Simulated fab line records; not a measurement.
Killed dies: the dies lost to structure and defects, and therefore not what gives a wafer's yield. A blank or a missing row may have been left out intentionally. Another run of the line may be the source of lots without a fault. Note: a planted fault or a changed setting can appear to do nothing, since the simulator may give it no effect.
3 desks looking at one fault	flow n5 finfet	only its own numbers are on each desk; what lay behind them is given at the end

== THE TOOL OWNER'S DESK: litho track-05 ==
The tool's own readings at N5_BEOL_M11_COAT_22 (resist thk 90 nm): means of the sampled wafers that have a number, for each lot that ran on this tool. Any lot whose mean is over 4 standard deviations away from the usual mean is out of limits and marked OUT; that distance is given in the brackets.
Columns: A = spin speed rpm at N5_BEOL_M11_COAT_22, usual 1499.8 rpm
lot	first seen here	A
L855	day 10 20:49	1499.4
L852	day 11 09:16	1499.5
L860	day 12 07:37	1595.2 (+99 or more) OUT
L862	day 13 04:19	1597.8 (+99 or more) OUT
This desk's finding: out of limits on L860, L862; first on L860, day 12 07:37 (spin speed rpm at N5_BEOL_M11_COAT_22). L855, L852 stayed within limits.

== FROM THE METROLOGY DESK ==
Means of the sampled wafers that have a number, per lot and without regard to the tool the lot ran on: this is what the gauges read. Any lot whose mean is over 4 standard deviations away from the usual mean is out of limits and marked OUT; that distance is given in the brackets.
Columns: A = cd nm at N5_BEOL_M11_CD_MEAS_18, usual 70.0 nm; B = V10_OVL at N5_BEOL_M11_OVL_MEAS_29, usual -0.1 nm
lot	first seen here	A	B
L853	day 10 19:04	69.9	-1.1
L854	day 10 20:40	70.2	0.4
L855	day 10 20:44	69.3	-0.4
L852	day 11 08:56	69.3	0.3
L857	day 11 14:26	70.2	-0.5
L860	day 12 07:28	69.6	0.1
L862	day 13 02:05	69.8	-1.0
L865	day 13 20:56	70.1	-0.6
L866	day 14 03:03	70.5	-0.4
L869	day 14 10:43	69.7	0.3
L870	day 14 23:45	70.3	0.4
L871	day 15 06:25	70.2	-0.0
L873	day 15 12:02	69.1	-0.1
L874	day 16 03:20	70.0	0.3
This desk's verdict: no lot among the 14 shows anything out of limits.

== THE DEFECT DESK ==
Per lot, the means of the sampled wafers with a number show what the inspections along the route counted. Any lot whose mean is over 4 standard deviations away from the usual mean is out of limits and marked OUT; that distance is given in the brackets.
Columns: A = raw defect count at N5_BEOL_M11_INSPECT_13, usual 411
lot	first seen here	A
L853	day 10 18:33	456
L854	day 10 20:10	449
L855	day 10 20:15	394
L852	day 11 08:22	409
L857	day 11 13:56	312
L860	day 12 06:59	384
L862	day 13 01:36	421
L865	day 13 20:24	519
L866	day 14 02:34	385
L869	day 14 10:14	405
L870	day 14 22:59	486
L871	day 15 05:40	550
L873	day 15 11:33	420
L874	day 16 02:41	355
This desk's verdict: no lot among the 14 shows anything out of limits.

== BROUGHT TOGETHER ==
At day 12 07:37, on L860, L862, the tool owner's desk was in a position to raise an alarm.
Nothing out of limits was seen by the metrology desk.
Nothing out of limits was seen by the defect desk.
The metrology desk holds a record of L860, L862, inside its limits.
The defect desk has L860, L862 on record, within its limits.
Every lot named ran N5_BEOL_M11_COAT_22 on litho track-05.

== WHAT HAD BEEN PUT IN BY THE SIMULATOR ==
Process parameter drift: litho track-05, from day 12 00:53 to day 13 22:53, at N5_BEOL_M11_COAT_22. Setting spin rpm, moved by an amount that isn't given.
Lots struck among those shown: L860, L862.
Each desk's first reading out of limits, in hours after the fault started: the tool owner's desk, 7.
